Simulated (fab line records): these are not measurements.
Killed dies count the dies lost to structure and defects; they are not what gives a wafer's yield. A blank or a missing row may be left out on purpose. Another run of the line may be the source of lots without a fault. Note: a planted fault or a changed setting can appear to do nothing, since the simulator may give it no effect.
Lot-split experiment | flow n5Finfet | 21 wafers read from 7 lots, route of 1938 steps

## SPLIT DETAILS
At N5_ZERO_LAYER_COAT_05 (resist thk 1000 nm), the setting spinRpm was moved away from the recipe's 1500 rpm on 8 of the 21 wafers read, by -9.3% to +5.7%. The other wafers ran this setting at the recipe's value.

Reading taken at the split's own step.

## THE READING
coat_of_ZERO_LAYER_COAT_05.thkNm (the simulator's own value, which no gauge read), in nm, at N5_ZERO_LAYER_COAT_05 (resist thk 1000 nm). There is no usual value for it anywhere in the file. The 13 wafers here that ran the recipe average 1000.5 nm, standard deviation 2.5 nm.

wafer  | tool, chamber at the split | spinRpm as run, rpm | against the recipe | coat_of_ZERO_LAYER_COAT_05.thkNm, nm | against lot-mates on the recipe
L074.1 | lithoTrack-03, 0           | 1500                | recipe             | 1003                                 | -
L074.3 | lithoTrack-03, 0           | 1500                | recipe             | 1003                                 | -
L074.4 | lithoTrack-03, 0           | 1500                | recipe             | 998                                  | -
L076.1 | lithoTrack-05, 0           | 1500                | recipe             | 1005                                 | -
L076.2 | lithoTrack-05, 0           | 1500                | recipe             | 1004                                 | -
L076.5 | lithoTrack-05, 0           | 1500                | recipe             | 1000                                 | -
L077.1 | lithoTrack-03, 0           | 1446                | -3.6%              | 1016                                 | no lot-mate on the recipe
L077.4 | lithoTrack-03, 0           | 1446                | -3.6%              | 1015                                 | no lot-mate on the recipe
L077.5 | lithoTrack-03, 0           | 1446                | -3.6%              | 1015                                 | no lot-mate on the recipe
L079.2 | lithoTrack-02, 0           | 1500                | recipe             | 999.4                                | -
L079.3 | lithoTrack-02, 0           | 1500                | recipe             | 996.9                                | -
L079.6 | lithoTrack-02, 0           | 1500                | recipe             | 997.7                                | -
L084.1 | lithoTrack-02, 0           | 1500                | recipe             | 997.8                                | -
L084.3 | lithoTrack-02, 0           | 1500                | recipe             | 1002                                 | -
L084.4 | lithoTrack-02, 0           | 1585                | +5.7%              | 975                                  | -24.9
L090.1 | lithoTrack-05, 0           | 1582                | +5.5%              | 974.6                                | no lot-mate on the recipe
L090.2 | lithoTrack-05, 0           | 1582                | +5.5%              | 972.2                                | no lot-mate on the recipe
L090.6 | lithoTrack-05, 0           | 1582                | +5.5%              | 973.2                                | no lot-mate on the recipe
L091.1 | lithoTrack-03, 0           | 1500                | recipe             | 1000                                 | -
L091.3 | lithoTrack-03, 0           | 1361                | -9.3%              | 1049                                 | +49.2
L091.6 | lithoTrack-03, 0           | 1500                | recipe             | 999.6                                | -

THE FIT
A straight line over all 21 wafers: coat_of_ZERO_LAYER_COAT_05.thkNm changes by -4.86 nm for each +1% of spinRpm; r = -0.99; the points scatter about the line by 2.6 nm.
The same after taking each lot's own level away (the mean of its wafers on the recipe; 15 wafers): -5.05 nm for each +1%; r = -0.99; scatter 2.1 nm.
Per that fit: largest spinRpm move, reading shift of 47 nm.
The span of the lots' own levels, 998.00 to 1003.00 nm, comes to 2.0 times the standard deviation stated above.
Hence the lot-to-lot level has little effect on the slope; both slopes agree.
Check: with one of the wafers moved furthest among these (-9.3%) left out of the fit, the line predicts +40.7 nm for it against its lot-mates. Against them it came out at +49.2 nm.

## THE OTHER SPLITS THESE WAFERS WENT THROUGH
Note: prior to the reading, these wafers also went through further splits. Each is held against what the fit with the lots' levels taken away leaves over:
other split on the same wafers | wafers away from the commonest value | r with coat_of_ZERO_LAYER_COAT_05.thkNm (lot level and that fit taken away)
N5_ZERO_LAYER_PECVD_02 timeS   | 6                                    | -0.04

## THE WHOLE CHAIN: every reading that the file lists as answering this split, in the file's order
step                   | what it does       | reading                                                                           | change (the file's fit)              | r (the file's)
N5_ZERO_LAYER_COAT_05  | resist thk 1000 nm | coat_of_ZERO_LAYER_COAT_05.thkNm (the simulator's own value, which no gauge read) | -5.01 nm for each +1% of the setting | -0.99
N5_ZERO_LAYER_STRIP_24 | strips in O2       | stripTimeToEndpointS                                                              | withheld for each +1% of the setting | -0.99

## FILE'S OWN FIT
coat_of_ZERO_LAYER_COAT_05.thkNm changes by -5.01 nm for each +1% of spinRpm, r = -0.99.
